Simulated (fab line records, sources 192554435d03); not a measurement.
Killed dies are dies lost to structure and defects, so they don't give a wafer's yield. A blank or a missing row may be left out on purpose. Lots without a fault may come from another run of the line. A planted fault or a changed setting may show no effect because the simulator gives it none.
fab line records | flow n5_finfet
record lots=7 wafers=39
route steps=1938 shown WELL_APT@55 DUMMY_GATE@237 SD_EPI_N@278 MOL_CONTACT_COAG@532
start_h: hours from the record's first day to the start of the lot's first wafer shown | wait_h: hours since the lot's step before | " the same as in the row above | L1.1+2: a row that stands for several wafers | - no value, or no start given | * or withheld: withheld | < > ~ a bound
route shown NAME@n: a module of which the file shows steps, and the number in the route of the first | usual: mean/standard deviation of fault-free wafers | same: alike in all rows | chamber/n: place in a boat | sites: the reading at each site | _std_site: their standard deviation | _edge_site: outer sites' mean less inner sites' | radius_mm: how far each site lies from the wafer's centre | mask NAME#n: copy n | behind: the tool/chamber that last shaped the wafer | hold: why the lot was held/for how many hours/how that ended | device: the transistor (n, p or np) that didn't switch | end of line: the same wafers' tests at the end of the route | a step without rows: its recipe alone | killed: dies lost to structure and defects at the first sort, not the wafer's yield | map: a wafer's dies, x killed, . not, _ none there
set.NAME: the setting as run; set.NAME@STEP: as run at that earlier step | model.NAME: the simulator's own value behind a step, which no gauge read
lots whose settings were changed on purpose; a table a step, a row a wafer
## steps
# step N5_WELL_APT_EPI_41
# recipe material=Si target_thk_a=500 temp_c=650 precursor=SiH4/H2 pressure_torr=20 time_s=297.7
# columns lot.wafer tool chamber start_h wait_h set.target_thk_a model.Si_of_WELL_APT_EPI_41.thk_nm
L076.1 epi_rpcvd-04 0 28.01 0.0 536.3 53.01
L076.2 " 0 " " 500 49.81
L076.3 " 0 " " 500 49.82
L076.4 " 0 " " 500 49.71
L076.5 " 0 " " 536.3 53.4
L076.6 " 0 " " 536.3 53.84
L080.1 epi_rpcvd-04 0 52.07 0.0 467.5 47.35
L080.2 " 0 " " 467.5 47.31
L080.3 " 0 " " 500 50.44
L080.4 " 0 " " 467.5 47.56
L080.5+6 " 0 " " 500 50.73
L082.1 epi_rpcvd-04 0 64.46 0.0 500 50.74
L082.2 " 0 " " 500 49.65
L082.3 " 0 " " 500 50.56
L082.4 " 0 " " 511 50.65
L082.5 " 0 " " 511 50.91
L082.6 " 0 " " 511 51.25
L083.1 epi_rpcvd-04 0 70.24 0.0 500 49.72
L083.2 " 0 " " 500 49.86
L083.3 " 0 " " 514.8 50.65
L083.4 " 0 " " 514.8 49.62
L083.5 " 0 " " 500 49.53
L083.6 " 0 " " 514.8 50.74
L088.1 epi_rpcvd-03 0 99.95 0.0 500 50
L088.3 " 0 " " 500 50.46
L088.4 " 0 " " 500 50.41
L094.1 epi_rpcvd-04 0 136.91 0.0 489.7 49.7
L094.2 " 0 " " 500 50.03
L094.3 " 0 " " 500 50.5
L094.4 " 0 " " 489.7 49.56
L094.5 " 0 " " 500 49.95
L094.6 " 0 " " 489.7 49.27
L097.1 epi_rpcvd-03 0 154.10 0.0 500 50.3
L097.2 " 0 " " 500 50.22
L097.3 " 0 " " 500 49.43
L097.4 " 0 " " 500 50.4
L097.5 " 0 " " 500 49.95
L097.6 " 0 " " 500 49.99
# step N5_DUMMY_GATE_ETCH_37
# recipe chemistry=N2/H2 target=SOC target_depth_a=600 overetch_a=300 temp_c=40 ion_energy_ev=200 pressure_mtorr=30 source_w=840 bias_w=150 n2_flow_sccm=200 h2_flow_sccm=200
# usual rf_vpp_V=524.4/2.8
# columns lot.wafer tool chamber start_h wait_h set.source_w rf_vpp_V
L076.1 rie_diel-05 0 63.07 0.0 840 521.0
L076.2 " 3 " " 840 523.1
L076.3 " 2 " " 840 527.5
L076.4 " 3 " " 840 523.7
L076.5 " 2 " " 840 527.9
L076.6 " 0 " " 840 521.9
L080.1 rie_diel-03 2 87.61 0.0 744.4 547.9
L080.2 " 0 " " 840 524.0
L080.3 " 3 " " 744.4 539.6
L080.4 " 3 " " 744.4 541.5
L080.5 " 2 " " 840 524.7
L080.6 " 0 " " 840 525.4
L082.1 rie_diel-05 2 95.86 0.0 840 527.6
L082.2 " 0 " " 840 524.2
L082.3 " 3 " " 840 522.9
L082.4 " 1 " " 840 528.6
L082.5 " 1 " " 840 528.1
L082.6 " 2 " " 840 528.4
L083.1 rie_diel-05 2 108.21 0.0 784.1 540.2
L083.2 " 3 " " 840 523.7
L083.3 " 1 " " 840 528.5
L083.4 " 0 " " 840 523.3
L083.5 " 0 " " 784.1 534.2
L083.6 " 1 " " 784.1 541.1
L088.1 rie_diel-04 1 129.63 0.0 840 522.0
L088.3 " 2 " " 840 527.3
L088.4 " 3 " " 840 520.0
L094.1 rie_diel-05 0 167.97 0.0 840 521.7
L094.2 " 3 " " 840 523.7
L094.3 " 2 " " 840 527.6
L094.4 " 1 " " 840 527.8
L094.5 " 1 " " 840 529.6
L094.6 " 0 " " 840 523.0
L097.1 rie_diel-04 0 184.11 0.0 840 523.8
L097.2 " 2 " " 840 526.3
L097.3 " 1 " " 1001 491.5
L097.4 " 3 " " 840 518.7
L097.5 " 3 " " 1001 490.7
L097.6 " 2 " " 1001 497.6
# step N5_SD_EPI_N_ETCH_45
# recipe chemistry=CH3F/O2 target=SiOCN target_depth_a=60 mask_material=SOC ion_energy_ev=60 bias_w=29 pressure_mtorr=15 source_w=410 Ar_flow_sccm=150 CH3F_flow_sccm=30 O2_flow_sccm=20
# columns lot.wafer tool chamber start_h wait_h set.target_depth_a model.etch.depth_nm
L076.1 rie_diel-01 3 66.46 0.1 60 6.108
L076.2 " 2 " " 60 6.015
L076.3 " 0 " " 60 6.03
L076.4 " 3 " " 60 6.085
L076.5 " 0 " " 60 5.994
L076.6 " 2 " " 60 5.952
L080.1 rie_diel-02 2 90.27 0.1 52.52 5.288
L080.2 " 3 " " 60 6.036
L080.3 " 1 " " 52.52 5.256
L080.4 " 0 " " 60 5.897
L080.5 " 0 " " 60 5.902
L080.6 " 3 " " 52.52 5.311
L082.1 rie_diel-01 2 101.09 0.1 60 5.935
L082.2 " 3 " " 60 5.981
L082.3 " 0 " " 60 5.927
L082.4 " 1 " " 60 6.051
L082.5 " 0 " " 60 5.914
L082.6 " 3 " " 60 6
L083.1 rie_diel-02 3 111.05 0.1 60 6.023
L083.2 " 2 " " 57.87 5.812
L083.3 " 1 " " 60 6.057
L083.4 " 0 " " 57.87 5.704
L083.5 " 0 " " 57.87 5.705
L083.6 " 1 " " 60 6.019
L088.1 rie_diel-02 0 132.17 0.1 60 5.89
L088.3 " 1 " " 60 5.99
L088.4 " 2 " " 60 6.06
L094.1 rie_diel-06 1 170.52 0.1 60 6.017
L094.2 " 0 " " 60 6.151
L094.3 " 3 " " 60 6.084
L094.4 " 2 " " 60 6.091
L094.5 " 0 " " 60 6.106
L094.6 " 1 " " 60 6.01
L097.1 rie_diel-02 1 187.04 0.1 60 5.979
L097.2 " 0 " " 60 6.161
L097.3 " 2 " " 60 6.107
L097.4 " 3 " " 60 6.079
L097.5 " 2 " " 60 6.037
L097.6 " 1 " " 60 5.995
# step N5_MOL_CONTACT_COAG_ETCH_106
# recipe chemistry=N2/H2 target=SOC target_depth_a=800 overetch_a=160 mask_material=SiARC temp_c=40 time_s=120 ion_energy_ev=200 pressure_mtorr=30 source_w=840 bias_w=150 n2_flow_sccm=200 h2_flow_sccm=200
# usual rf_vpp_V=524.9/2.7
# columns lot.wafer tool chamber start_h wait_h set.source_w rf_vpp_V
L076.1 rie_diel-06 1 104.50 0.0 840 522.5
L076.2 " 3 " " 840 524.3
L076.3 " 2 " " 840 526.4
L076.4 " 2 " " 840 527.3
L076.5 " 3 " " 840 525.0
L076.6 " 1 " " 840 521.0
L080.1 rie_diel-02 3 129.46 0.0 840 521.3
L080.2 " 2 " " 756.4 545.1
L080.3 " 1 " " 756.4 544.9
L080.4 " 0 " " 756.4 539.0
L080.5 " 2 " " 840 528.6
L080.6 " 1 " " 840 524.7
L082.1 rie_diel-06 3 138.36 0.0 840 524.8
L082.2 " 0 " " 727.8 547.2
L082.3 " 2 " " 840 526.6
L082.4 " 1 " " 727.8 547.1
L082.5 " 2 " " 727.8 554.0
L082.6 " 1 " " 840 522.5
L083.1 rie_diel-01 2 149.67 0.0 840 525.1
L083.2 " 1 " " 840 529.0
L083.3 " 3 " " 792.2 537.3
L083.4 " 0 " " 840 521.9
L083.5 " 3 " " 792.2 539.8
L083.6 " 2 " " 792.2 536.0
L088.1 rie_diel-02 2 168.85 0.0 840 527.2
L088.3 " 1 " " 840 526.4
L088.4 " 3 " " 840 519.8
L094.1 rie_diel-02 1 207.50 0.0 840 526.3
L094.2 " 0 " " 840 528.9
L094.3 " 2 " " 840 527.8
L094.4 " 3 " " 840 522.0
L094.5 " 1 " " 840 526.6
L094.6 " 2 " " 840 528.3
L097.1 rie_diel-01 1 226.97 0.0 840 527.6
L097.2 " 2 " " 840 526.0
L097.3 " 0 " " 840 521.6
L097.4 " 3 " " 840 527.4
L097.5 " 2 " " 840 525.9
L097.6 " 1 " " 840 528.3
# step N5_MOL_CONTACT_COAG_ETCH_124
# recipe chemistry=CH3F/O2 target=SiNx target_depth_a=65 mask_material=SOC stop_on=SiOC over_etch_frac=0.3 ion_energy_ev=120 pressure_mtorr=30 source_w=395 bias_w=73 Ar_flow_sccm=150 CH3F_flow_sccm=30 O2_flow_sccm=20 ends=end_point
# usual rf_vpp_V=296.6/2.8
# columns lot.wafer tool chamber start_h wait_h set.bias_w rf_vpp_V
L076.1 rie_diel-01 3 115.83 0.0 73 298.9
L076.2 " 1 " " 73 301.6
L076.3 " 0 " " 73 293.8
L076.4 " 2 " " 73 293.4
L076.5 " 1 " " 73 300.9
L076.6 " 2 " " 73 293.9
L080.1 rie_diel-02 2 141.01 0.0 81.18 324.5
L080.2 " 3 " " 81.18 325.9
L080.3 " 0 " " 73 293.0
L080.4 " 1 " " 81.18 320.4
L080.5 " 0 " " 73 292.9
L080.6 " 3 " " 73 298.7
L082.1 rie_diel-01 1 152.36 0.0 73 299.9
L082.2 " 2 " " 73 293.3
L082.3 " 3 " " 61.88 263.3
L082.4 " 0 " " 73 294.1
L082.5 " 2 " " 61.88 256.5
L082.6 " 3 " " 61.88 262.3
L083.1 rie_diel-01 0 162.42 0.0 73 294.4
L083.2 " 1 " " 73 301.5
L083.3 " 2 " " 83.85 328.2
L083.4 " 3 " " 83.85 334.5
L083.5 " 0 " " 83.85 327.2
L083.6 " 3 " " 73 298.7
L088.1 rie_diel-01 1 182.56 0.0 73 300.3
L088.3 " 0 " " 73 292.6
L088.4 " 2 " " 73 293.0
L094.1 rie_diel-06 0 220.98 0.0 73 296.9
L094.2 " 3 " " 73 295.6
L094.3 " 1 " " 80.93 318.5
L094.4 " 2 " " 80.93 322.7
L094.5 " 3 " " 73 294.6
L094.6 " 0 " " 80.93 323.6
L097.1 rie_diel-01 0 238.34 0.0 73 292.0
L097.2 " 1 " " 73 302.4
L097.3 " 3 " " 82.84 330.9
L097.4 " 0 " " 82.84 323.8
L097.5 " 1 " " 82.84 332.6
L097.6 " 3 " " 73 298.9
## key
split step=N5_WELL_APT_EPI_41 setting=target_thk_a stated=500 by=wafer
response step=N5_WELL_APT_EPI_41 reading=model.Si_of_WELL_APT_EPI_41.thk_nm change=+0.46 per=1% r=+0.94
split step=N5_DUMMY_GATE_ETCH_37 setting=source_w stated=840 by=wafer
response step=N5_DUMMY_GATE_ETCH_37 reading=rf_vpp_V change=-1.6 per=1% r=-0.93
split step=N5_SD_EPI_N_ETCH_45 setting=target_depth_a stated=60 by=wafer
response step=N5_SD_EPI_N_ETCH_45 reading=model.etch.depth_nm change=+0.0551 per=1% r=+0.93
split step=N5_MOL_CONTACT_COAG_ETCH_106 setting=source_w stated=840 by=wafer
response step=N5_MOL_CONTACT_COAG_ETCH_106 reading=rf_vpp_V change=-1.88 per=1% r=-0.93
split step=N5_MOL_CONTACT_COAG_ETCH_124 setting=bias_w stated=73 by=wafer
response step=N5_MOL_CONTACT_COAG_ETCH_124 reading=rf_vpp_V change=+2.31 per=1% r=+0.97
